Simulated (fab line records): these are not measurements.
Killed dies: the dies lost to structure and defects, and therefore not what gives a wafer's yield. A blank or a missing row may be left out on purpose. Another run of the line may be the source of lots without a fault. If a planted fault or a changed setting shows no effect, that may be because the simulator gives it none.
Split-lot trial | flow n5 finfet | route with 1938 steps; 7 lots, 21 wafers read

## SPLIT DETAILS
At N5_SDB_HM_DEP_00 (deposits SiNx from SiH4/NH3/N2, target thk 40 nm, time 35.3 s), the setting time s was moved away from the recipe's 35.3 s on 6 of the 21 wafers read, by -11.1% to -5.6%. For the rest of the wafers, this setting stayed at what the recipe calls for.

## FROM THE SPLIT TO THE READING: what the file shows between them, 13 steps
- N5_SDB_COAT_03: time 60 s, resist thk 100 nm (also split here: spin rpm)
- N5_SDB_COAT_04: time 60 s, resist thk 18 nm
- N5_SDB_COAT_05: resist thk 90 nm
- N5_SDB_DESCUM_16: chemistry O2, time 7.9 s
- N5_SDB_ETCH_17: etches SiARC in CF4, target depth 23.4 nm, time 39 s
- N5_SDB_ETCH_18: etches SOC in N2/H2, target depth 100 nm, overetch 20 nm, time 150 s
- N5_SDB_STRIP_19: strips in N2/H2
- N5_SDB_STRIP_21: strips in CF4
- N5_SDB_HM_OPEN_20: chemistry CH3F/O2, target SiNx, stops on poly-Si, target depth 24 nm
- N5_SDB_STRIP_22: strips in N2/H2
- N5_SDB_PRECLEAN_23: cleans in dHF, time 30 s
- N5_SDB_DUMMY_REMOVE_24: chemistry TMAH, target poly-Si, stops on SiO2, target depth 142 nm, time 57 s, rinse time 30 s
- N5_SDB_ETCH_25: etches SiO2 in C4F6/O2, target depth 10 nm, time 3.3 s

## THE READING
SiNx_of_SDB_HM_DEP_00.thk nm (the simulator's own value, which no gauge read), in nm, at N5_SDB_CUT_ETCH_26 (etches Si in HBr/Cl2/O2, target depth 129.6 nm, bt time 20 s, time 51.8 s). The file does not state a usual value for it. Average 22.2 nm, standard deviation 0.52 nm, over the 15 wafers here run with the recipe.

wafer  | tool, chamber at the split | time s as run, s | against the recipe | SiNx_of_SDB_HM_DEP_00.thk nm, nm | against lot-mates on the recipe
L074.1 | pecvd-04, 0                | 32.17            | -8.9%              | 18.4                             | -3.7
L074.3 | pecvd-04, 2                | 35.3             | recipe             | 21.8                             | -
L074.5 | pecvd-04, 2                | 35.3             | recipe             | 22.4                             | -
L080.2 | pecvd-04, 2                | 35.3             | recipe             | 21.6                             | -
L080.5 | pecvd-04, 2                | 35.3             | recipe             | 23                               | -
L080.6 | pecvd-04, 1                | 35.3             | recipe             | 22.2                             | -
L083.1 | pecvd-04, 0                | 31.38            | -11.1%             | 17                               | -4.4
L083.2 | pecvd-04, 1                | 35.3             | recipe             | 21.4                             | -
L083.5 | pecvd-04, 1                | 31.38            | -11.1%             | 17.6                             | -3.8
L086.3 | pecvd-04, 2                | 35.3             | recipe             | 21.6                             | -
L086.4 | pecvd-04, 1                | 35.3             | recipe             | 22.6                             | -
L086.6 | pecvd-04, 2                | 35.3             | recipe             | 21.8                             | -
L091.1 | pecvd-03, 0                | 35.3             | recipe             | 22.2                             | -
L091.2 | pecvd-03, 2                | 35.3             | recipe             | 22.4                             | -
L091.5 | pecvd-03, 1                | 32.55            | -7.8%              | 19                               | -3.3
L093.3 | pecvd-01, 1                | 33.33            | -5.6%              | 19.8                             | -2.6
L093.5 | pecvd-01, 1                | 33.33            | -5.6%              | 20.2                             | -2.2
L093.6 | pecvd-01, 2                | 35.3             | recipe             | 22.4                             | -
L097.3 | pecvd-04, 2                | 35.3             | recipe             | 21.6                             | -
L097.4 | pecvd-04, 0                | 35.3             | recipe             | 23.2                             | -
L097.6 | pecvd-04, 2                | 35.3             | recipe             | 22.4                             | -

THE FIT
A straight line over all 21 wafers: SiNx_of_SDB_HM_DEP_00.thk nm changes by +0.427 nm for each +1% of time s; r = +0.97; the points scatter about the line by 0.48 nm.
The same after taking each lot's own level away (the mean of its wafers on the recipe; 21 wafers): +0.391 nm for each +1%; r = +0.97; scatter 0.44 nm.
Per that fit: largest time s move, reading shift of 4.3 nm.
From 21.40 to 22.40 nm: that is the span of the lots' own levels, equal to 1.9 times the standard deviation above.
The two slopes are in agreement: the lot-to-lot level therefore moves the slope only a little.
Check: -4.35 nm against its lot-mates is what the line predicts for one of the wafers moved furthest among these (-11.1%) when that wafer is left out of the fit. It came out at -4.4 nm against them.

## FURTHER SPLITS ON THESE WAFERS
Before the reading, these wafers also passed through other splits. Each is held against what the fit with the lots' levels taken away leaves over:
other split on the same wafers | wafers away from the commonest value | r with SiNx_of_SDB_HM_DEP_00.thk nm (lot level and that fit taken away)
N5_WELL_APT_EXPOSE_22 dose mj  | 7                                    | -0.04
N5_WELL_APT_PEB_23 peb temp c  | 5                                    | -0.08
N5_FIN_SAQP_ETCH_65 time s     | 4                                    | -0.31
N5_FIN_SAQP_FIN_ETCH_36 icp w  | 7                                    | -0.46
N5_DUMMY_GATE_COAT_35 spin rpm | 5                                    | -0.06
N5_SPACER0_ALD_00 ald cycles   | 8                                    | -0.02
N5_SDB_COAT_03 spin rpm        | 6                                    | +0.03

## THE WHOLE CHAIN: every reading that the file lists as answering this split, in the file's order
step               | what it does                                                              | reading                                                                       | change (the file's fit)               | r (the file's)
N5_SDB_HM_DEP_00   | deposits SiNx from SiH4/NH3/N2, target thk 40 nm, time 35.3 s             | SiNx_of_SDB_HM_DEP_00.thk nm (the simulator's own value, which no gauge read) | +0.405 nm for each +1% of the setting | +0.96
N5_SDB_HM_OPEN_20  | chemistry CH3F/O2, target SiNx, stops on poly-Si, target depth 24 nm      | etch.depth nm (the simulator's own value, which no gauge read)                | +0.408 nm for each +1% of the setting | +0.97
N5_SDB_CUT_ETCH_26 | etches Si in HBr/Cl2/O2, target depth 129.6 nm, bt time 20 s, time 51.8 s | SiNx_of_SDB_HM_DEP_00.thk nm (the simulator's own value, which no gauge read) | +0.4 nm for each +1% of the setting   | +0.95

## THE FILE'S OWN FIT
SiNx_of_SDB_HM_DEP_00.thk nm changes by +0.4 nm for each +1% of time s, r = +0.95.
